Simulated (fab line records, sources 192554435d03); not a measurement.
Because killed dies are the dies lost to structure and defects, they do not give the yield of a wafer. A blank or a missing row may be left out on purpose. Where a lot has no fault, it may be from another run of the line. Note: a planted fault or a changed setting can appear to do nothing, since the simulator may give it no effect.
Matching of chambers || flow n5-finfet || N5_BEOL_M1_ETCH_77 on rie-diel-03: 3 sister chambers
The step etches underlayer in N2/H2, target depth 6.5 nm, time 5.2 s. 20 wafers are shown with their chamber, then 8 later ones without.

EACH WAFER AND ITS CHAMBER
{"wafer": "L076.1", "chamber": 0, "drypump-motor-current-A (A)": 5.4, "throttle-valve-pct (%)": 18.30, "showerhead-plenum-p-Torr (Torr)": 2.53}
{"wafer": "L076.2", "chamber": 2, "drypump-motor-current-A (A)": 5.7, "throttle-valve-pct (%)": 17.79, "showerhead-plenum-p-Torr (Torr)": 2.59}
{"wafer": "L076.4", "chamber": 0, "drypump-motor-current-A (A)": 5.4, "throttle-valve-pct (%)": 18.30, "showerhead-plenum-p-Torr (Torr)": 2.53}
{"wafer": "L080.2", "chamber": 2, "drypump-motor-current-A (A)": 5.7, "throttle-valve-pct (%)": 17.78, "showerhead-plenum-p-Torr (Torr)": 2.59}
{"wafer": "L080.4", "chamber": 3, "drypump-motor-current-A (A)": 6.3, "throttle-valve-pct (%)": 17.79, "showerhead-plenum-p-Torr (Torr)": 2.67}
{"wafer": "L080.5", "chamber": 2, "drypump-motor-current-A (A)": 5.7, "throttle-valve-pct (%)": 17.80, "showerhead-plenum-p-Torr (Torr)": 2.59}
{"wafer": "L081.2", "chamber": 3, "drypump-motor-current-A (A)": 6.3, "throttle-valve-pct (%)": 17.78, "showerhead-plenum-p-Torr (Torr)": 2.67}
{"wafer": "L081.5", "chamber": 3, "drypump-motor-current-A (A)": 6.3, "throttle-valve-pct (%)": 17.79, "showerhead-plenum-p-Torr (Torr)": 2.67}
{"wafer": "L081.6", "chamber": 2, "drypump-motor-current-A (A)": 5.7, "throttle-valve-pct (%)": 17.83, "showerhead-plenum-p-Torr (Torr)": 2.58}
{"wafer": "L086.1", "chamber": 3, "drypump-motor-current-A (A)": 6.3, "throttle-valve-pct (%)": 17.81, "showerhead-plenum-p-Torr (Torr)": 2.67}
{"wafer": "L086.4", "chamber": 0, "drypump-motor-current-A (A)": 5.4, "throttle-valve-pct (%)": 18.30, "showerhead-plenum-p-Torr (Torr)": 2.52}
{"wafer": "L086.6", "chamber": 3, "drypump-motor-current-A (A)": 6.2, "throttle-valve-pct (%)": 17.80, "showerhead-plenum-p-Torr (Torr)": 2.66}
{"wafer": "L087.1", "chamber": 3, "drypump-motor-current-A (A)": 6.3, "throttle-valve-pct (%)": 17.79, "showerhead-plenum-p-Torr (Torr)": 2.66}
{"wafer": "L087.2", "chamber": 0, "drypump-motor-current-A (A)": 5.4, "throttle-valve-pct (%)": 18.32, "showerhead-plenum-p-Torr (Torr)": 2.52}
{"wafer": "L087.3", "chamber": 2, "drypump-motor-current-A (A)": 5.7, "throttle-valve-pct (%)": 17.84, "showerhead-plenum-p-Torr (Torr)": 2.58}
{"wafer": "L088.1", "chamber": 3, "drypump-motor-current-A (A)": 6.3, "throttle-valve-pct (%)": 17.81, "showerhead-plenum-p-Torr (Torr)": 2.67}
{"wafer": "L088.3", "chamber": 2, "drypump-motor-current-A (A)": 5.7, "throttle-valve-pct (%)": 17.82, "showerhead-plenum-p-Torr (Torr)": 2.58}
{"wafer": "L088.4", "chamber": 0, "drypump-motor-current-A (A)": 5.4, "throttle-valve-pct (%)": 18.32, "showerhead-plenum-p-Torr (Torr)": 2.52}
{"wafer": "L090.1", "chamber": 0, "drypump-motor-current-A (A)": 5.4, "throttle-valve-pct (%)": 18.33, "showerhead-plenum-p-Torr (Torr)": 2.52}
{"wafer": "L090.2", "chamber": 3, "drypump-motor-current-A (A)": 6.3, "throttle-valve-pct (%)": 17.80, "showerhead-plenum-p-Torr (Torr)": 2.66}

SIGNATURES (averages over the wafers above)
{"reading": "drypump-motor-current-A", "chamber 0": 5.400, "chamber 2": 5.700, "chamber 3": 6.287, "scatter within a chamber": 0.0227}
{"reading": "throttle-valve-pct", "chamber 0": 18.3117, "chamber 2": 17.8100, "chamber 3": 17.7963, "scatter within a chamber": 0.0162}
{"reading": "showerhead-plenum-p-Torr", "chamber 0": 2.5233, "chamber 2": 2.5850, "chamber 3": 2.6662, "scatter within a chamber": 0.00526}
Rule: a wafer lies at a distance from a chamber equal to the root of the sum of squares, over the readings, of (its reading less the chamber's mean, divided by the reading's scatter). The wafer belongs to the nearest chamber; if the next one is less than 2 further off, it can't be placed. The scatter: the root of (the sum of the squares of (reading less its chamber's mean) over the shown wafers, divided by (wafers less chambers)).

WAFERS WITHOUT THEIR CHAMBER
{"wafer": "L090.3", "drypump-motor-current-A (A)": 5.7, "throttle-valve-pct (%)": 17.85, "showerhead-plenum-p-Torr (Torr)": 2.58}
{"wafer": "L093.1", "drypump-motor-current-A (A)": 5.4, "throttle-valve-pct (%)": 18.34, "showerhead-plenum-p-Torr (Torr)": 2.52}
{"wafer": "L093.6", "drypump-motor-current-A (A)": 6.3, "throttle-valve-pct (%)": 17.80, "showerhead-plenum-p-Torr (Torr)": 2.66}
{"wafer": "L094.2", "drypump-motor-current-A (A)": 5.7, "throttle-valve-pct (%)": 17.85, "showerhead-plenum-p-Torr (Torr)": 2.57}
{"wafer": "L094.3", "drypump-motor-current-A (A)": 5.4, "throttle-valve-pct (%)": 18.33, "showerhead-plenum-p-Torr (Torr)": 2.52}
{"wafer": "L094.6", "drypump-motor-current-A (A)": 5.7, "throttle-valve-pct (%)": 17.84, "showerhead-plenum-p-Torr (Torr)": 2.57}
{"wafer": "L097.2", "drypump-motor-current-A (A)": 5.4, "throttle-valve-pct (%)": 18.38, "showerhead-plenum-p-Torr (Torr)": 2.52}
{"wafer": "L097.5", "drypump-motor-current-A (A)": 5.7, "throttle-valve-pct (%)": 17.85, "showerhead-plenum-p-Torr (Torr)": 2.57}

WHICH CHAMBER EACH WENT THROUGH
{"wafer": "L090.3", "from the rows above": 2, "in truth": 2}
{"wafer": "L093.1", "from the rows above": 0, "in truth": 0}
{"wafer": "L093.6", "from the rows above": 3, "in truth": 3}
{"wafer": "L094.2", "from the rows above": 2, "in truth": 2}
{"wafer": "L094.3", "from the rows above": 0, "in truth": 0}
{"wafer": "L094.6", "from the rows above": 2, "in truth": 2}
{"wafer": "L097.2", "from the rows above": 0, "in truth": 0}
{"wafer": "L097.5", "from the rows above": 2, "in truth": 2}
Correct placement for 8 of the 8. Not placeable from these rows: 0. 0 placed wrongly.
